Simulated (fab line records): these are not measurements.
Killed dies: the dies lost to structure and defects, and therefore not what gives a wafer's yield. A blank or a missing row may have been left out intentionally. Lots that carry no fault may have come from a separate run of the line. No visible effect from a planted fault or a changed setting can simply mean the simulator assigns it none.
Chamber matching || flow nand harc || NHARC_P_ZERO_WELL_ETCH_65 on rie diel-08: 4 sister chambers
The step etches the open film in N2/H2, target depth 80 nm, overetch 24 nm, time 87.88 s. 4 wafers are shown with their chamber, then 8 later ones without.

== WAFERS, EACH WITH ITS CHAMBER ==
{"wafer": "L078.4", "chamber": 0, "rf vpp V (V)": 426.1}
{"wafer": "L080.2", "chamber": 1, "rf vpp V (V)": 427.8}
{"wafer": "L084.5", "chamber": 3, "rf vpp V (V)": 430.8}
{"wafer": "L088.3", "chamber": 2, "rf vpp V (V)": 428.2}

== WAFERS WHOSE CHAMBER IS MISSING ==
{"wafer": "L088.5", "rf vpp V (V)": 428.9}
{"wafer": "L088.6", "rf vpp V (V)": 429.5}
{"wafer": "L090.1", "rf vpp V (V)": 428.4}
{"wafer": "L090.4", "rf vpp V (V)": 429.5}
{"wafer": "L090.5", "rf vpp V (V)": 429.1}
{"wafer": "L097.1", "rf vpp V (V)": 430.5}
{"wafer": "L097.2", "rf vpp V (V)": 428.5}
{"wafer": "L097.3", "rf vpp V (V)": 428.7}

== CHAMBER TAKEN BY EACH ==
{"wafer": "L088.5", "from the rows above": "can't be placed: 2 or 1 or 3", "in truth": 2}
{"wafer": "L088.6", "from the rows above": "can't be placed: 2 or 3 or 1", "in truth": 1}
{"wafer": "L090.1", "from the rows above": "can't be placed: 2 or 1", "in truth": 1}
{"wafer": "L090.4", "from the rows above": "can't be placed: 2 or 3 or 1", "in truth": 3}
{"wafer": "L090.5", "from the rows above": "can't be placed: 2 or 1 or 3", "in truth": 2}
{"wafer": "L097.1", "from the rows above": 3, "in truth": 3}
{"wafer": "L097.2", "from the rows above": "can't be placed: 2 or 1", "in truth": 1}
{"wafer": "L097.3", "from the rows above": "can't be placed: 2 or 1 or 3", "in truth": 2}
Placed correctly: 1 of 8. Cannot be placed on the basis of these rows: 7; the candidates contain the true chamber in 7. 0 placed wrongly.
How it was worked out, from the rows above alone: a wafer's distance from a chamber is the root of the sum, over the readings, of the square of ((its reading less the chamber's mean) divided by the reading's scatter). If the next closest chamber is less than 2 further off than the closest, the wafer can't be placed; otherwise it belongs to the closest. The mean given for a chamber averages the wafers shown for that chamber. The scatter (one wafer shown for each chamber): square how far every hidden wafer sits from the nearest shown wafer, average those squares and take the square root.
